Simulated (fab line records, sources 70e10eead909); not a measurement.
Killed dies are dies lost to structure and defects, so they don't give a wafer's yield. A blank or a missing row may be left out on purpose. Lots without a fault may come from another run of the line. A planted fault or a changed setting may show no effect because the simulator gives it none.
Chamber matching | flow nand_harc | NHARC_A_WL_FILL_ETCHBACK_26 on rie_si-06: 4 sister chambers
The step etches the open film in HBr, target depth 52 nm, time 13.3 s. 22 wafers are shown with their chamber, then 11 later ones without.

WAFERS WITH THEIR CHAMBER
wafer  | chamber | drypump_motor_current_A (A) | oes_product_au (a.u.) | throttle_valve_pct (%)
L074.1 | 3       | 6.2                         | 1.014                 | 23.247
L074.3 | 2       | 5.0                         | 0.996                 | 23.270
L074.5 | 1       | 6.1                         | 1.015                 | 23.282
L076.2 | 1       | 6.1                         | 1.009                 | 23.254
L076.3 | 3       | 6.1                         | 0.996                 | 23.263
L076.6 | 2       | 5.0                         | 1.004                 | 23.284
L078.2 | 0       | 6.1                         | 0.994                 | 23.262
L078.4 | 2       | 5.0                         | 0.995                 | 23.259
L078.6 | 1       | 6.1                         | 1.009                 | 23.258
L079.1 | 1       | 6.1                         | 1.004                 | 23.274
L079.2 | 3       | 6.2                         | 1.006                 | 23.264
L079.4 | 0       | 6.1                         | 0.994                 | 23.267
L082.1 | 3       | 6.2                         | 1.009                 | 23.269
L082.4 | 1       | 6.1                         | 1.002                 | 23.262
L082.5 | 0       | 6.1                         | 1.004                 | 23.265
L084.1 | 1       | 6.1                         | 0.999                 | 23.271
L084.3 | 2       | 5.0                         | 0.987                 | 23.278
L084.5 | 0       | 6.1                         | 0.998                 | 23.265
L087.3 | 3       | 6.2                         | 1.005                 | 23.275
L087.4 | 2       | 5.0                         | 0.998                 | 23.270
L087.6 | 1       | 6.1                         | 1.010                 | 23.273
L090.3 | 1       | 6.1                         | 0.999                 | 23.262

SIGNATURES (means of the wafers above)
reading                 | chamber 0 | chamber 1 | chamber 2 | chamber 3 | scatter within a chamber
drypump_motor_current_A | 6.100     | 6.100     | 5.000     | 6.180     | 0.0211
oes_product_au          | 0.99750   | 1.00588   | 0.99600   | 1.00600   | 0.00589
throttle_valve_pct      | 23.26475  | 23.26700  | 23.27220  | 23.26360  | 0.00892
Rule: a wafer's distance from a chamber is the root of the sum, over the readings, of the square of ((its reading less the chamber's mean) divided by the reading's scatter). The wafer belongs to the nearest chamber; if the next one is less than 2 further off, it can't be placed. The scatter: the root of (the sum of the squares of (reading less its chamber's mean) over the shown wafers, divided by (wafers less chambers)).

WAFERS WITHOUT THEIR CHAMBER
wafer  | drypump_motor_current_A (A) | oes_product_au (a.u.) | throttle_valve_pct (%)
L090.5 | 6.1                         | 1.004                 | 23.264
L090.6 | 6.1                         | 1.005                 | 23.269
L091.1 | 5.0                         | 0.998                 | 23.262
L091.3 | 6.1                         | 0.997                 | 23.267
L091.4 | 6.1                         | 1.009                 | 23.259
L094.3 | 6.1                         | 0.994                 | 23.272
L094.4 | 6.2                         | 0.994                 | 23.252
L094.6 | 5.0                         | 0.994                 | 23.263
L097.2 | 6.1                         | 0.989                 | 23.262
L097.3 | 6.1                         | 0.988                 | 23.263
L097.5 | 5.0                         | 1.001                 | 23.277

WHICH CHAMBER EACH WENT THROUGH
wafer  | from the rows above     | in truth
L090.5 | can't be placed: 1 or 0 | 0
L090.6 | can't be placed: 1 or 0 | 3
L091.1 | 2                       | 2
L091.3 | can't be placed: 0 or 1 | 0
L091.4 | can't be placed: 1 or 0 | 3
L094.3 | can't be placed: 0 or 1 | 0
L094.4 | 3                       | 3
L094.6 | 2                       | 2
L097.2 | can't be placed: 0 or 1 | 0
L097.3 | can't be placed: 0 or 1 | 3
L097.5 | 2                       | 2
Placed correctly: 4 of 11. Can't be placed from these rows: 7 (the true chamber is among the candidates in 4). Placed wrongly: 0.
